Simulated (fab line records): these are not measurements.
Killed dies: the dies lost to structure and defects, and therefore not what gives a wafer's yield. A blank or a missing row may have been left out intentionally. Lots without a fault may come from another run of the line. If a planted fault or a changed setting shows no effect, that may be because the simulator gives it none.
A single fault, viewed from 3 desks + flow n5 finfet + what lay behind the numbers comes last; until then each desk has only its own

## DESK OF THE TOOL OWNER: wet bench-05
The tool's own readings at N5_WELL_APT_OXIDE_STRIP_42 (strips SiO2 in dHF, time 45 s, target depth 12 nm): means of the sampled wafers that have a number, for each lot that ran on this tool. Any lot whose mean is over 4 standard deviations away from the usual mean is out of limits and marked OUT; that distance is given in the brackets.
Columns: A = bath heat duty pct at N5_WELL_APT_OXIDE_STRIP_42, usual 6.4 %; B = run length s at N5_WELL_APT_OXIDE_STRIP_42, usual 53.5 s
| lot  | first seen here | A   | B    |
|------|-----------------|-----|------|
| L168 | day 3 16:20     | 6.2 | 57.4 |
| L178 | day 6 03:56     | 5.9 | 56.9 |
| L181 | day 6 22:26     | 7.3 | 52.2 |
This desk's finding: nothing out of limits on any of the 3 lots.

## METROLOGY DESK
What the gauges read, lot by lot, whatever tool the lot ran on: means of the sampled wafers that have a number. Any lot whose mean is over 4 standard deviations away from the usual mean is out of limits and marked OUT; that distance is given in the brackets. Readings shown: 7 of its 11, picked as those furthest out on some lot.
Columns: A = IOFF_N at N5_BEOL_M4_RC_MEAS_101, usual 0.15 nA/um; B = IOFF_P at N5_BEOL_M4_RC_MEAS_101, usual 0.19 nA/um; C = ION_N at N5_BEOL_M4_RC_MEAS_101, usual 677 uA/um; D = ION_P at N5_BEOL_M4_RC_MEAS_101, usual 462 uA/um; E = SS_P at N5_BEOL_M4_RC_MEAS_101, usual 72.9 mV/dec; F = VT_N at N5_BEOL_M4_RC_MEAS_101, usual 250 mV; G = VT_P at N5_BEOL_M4_RC_MEAS_101, usual -251 mV
| lot  | first seen here | A    | B    | C   | D   | E    | F   | G    |
|------|-----------------|------|------|-----|-----|------|-----|------|
| L160 | day 1 15:23     | 0.18 | 0.17 | 675 | 450 | 73.2 | 250 | -256 |
| L166 | day 3 03:05     | 0.14 | 0.16 | 667 | 454 | 72.6 | 251 | -256 |
| L168 | day 3 15:13     | 0.16 | 0.21 | 670 | 464 | 72.7 | 247 | -248 |
| L173 | day 4 21:16     | -    | -    | -   | -   | -    | -   | -    |
| L174 | day 5 02:58     | -    | -    | -   | -   | -    | -   | -    |
| L178 | day 6 02:59     | 0.14 | 0.18 | 677 | 461 | 72.9 | 252 | -252 |
| L179 | day 6 09:13     | 0.20 | 0.24 | 696 | 472 | 73.1 | 246 | -248 |
| L180 | day 6 15:44     | 0.15 | 0.17 | 678 | 454 | 73.5 | 251 | -256 |
| L181 | day 6 21:13     | 0.23 | 0.26 | 706 | 479 | 74.0 | 244 | -246 |
| L182 | day 7 03:17     | 0.14 | 0.22 | 679 | 471 | 72.6 | 252 | -245 |
This desk's finding: nothing out of limits on any of the 10 lots.

## THE DEFECT DESK
Lot by lot, what the route's inspections counted, given as the mean of those sampled wafers with a number. Any lot whose mean is over 4 standard deviations away from the usual mean is out of limits and marked OUT; that distance is given in the brackets.
Columns: A = raw defect count at N5_WELL_APT_INSPECT_27, usual 1.9; B = raw defect count at N5_WELL_APT_INSPECT_38, usual 13
| lot  | first seen here | A   | B             |
|------|-----------------|-----|---------------|
| L160 | day 1 15:24     | 3.0 | 15            |
| L166 | day 3 03:07     | 2.7 | 10            |
| L168 | day 3 15:14     | 1.7 | 14            |
| L173 | day 4 21:18     | 2.7 | 54 (+7.8) OUT |
| L174 | day 5 02:59     | 0.3 | 72 (+11) OUT  |
| L178 | day 6 03:01     | 1.7 | 9             |
| L179 | day 6 09:14     | 0.7 | 9             |
| L180 | day 6 15:46     | 2.7 | 17            |
| L181 | day 6 21:14     | 2.0 | 12            |
| L182 | day 7 03:19     | 2.0 | 18            |
This desk's finding: out of limits on L173, L174; first on L173, day 4 23:00 (raw defect count at N5_WELL_APT_INSPECT_38). L160, L166, L168, L178, L179, L180, L181, L182: within limits.

## PUT TOGETHER
The defect desk could have raised an alarm at day 4 23:00, on L173, L174.
Nothing out of limits was seen by the tool owner's desk.
Metrology desk: nothing out of limits seen.
The tool owner's desk has no number on record for L173, L174.
The metrology desk holds a record of L173, L174, inside its limits.
On wet bench-05, each named lot ran N5_WELL_APT_OXIDE_STRIP_42.

## WHAT THE SIMULATOR PUT IN
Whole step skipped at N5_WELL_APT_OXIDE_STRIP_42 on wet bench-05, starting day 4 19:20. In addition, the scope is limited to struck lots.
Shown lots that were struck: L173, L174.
Hours from the fault's start to each desk's first reading out of limits: the defect desk, 4.
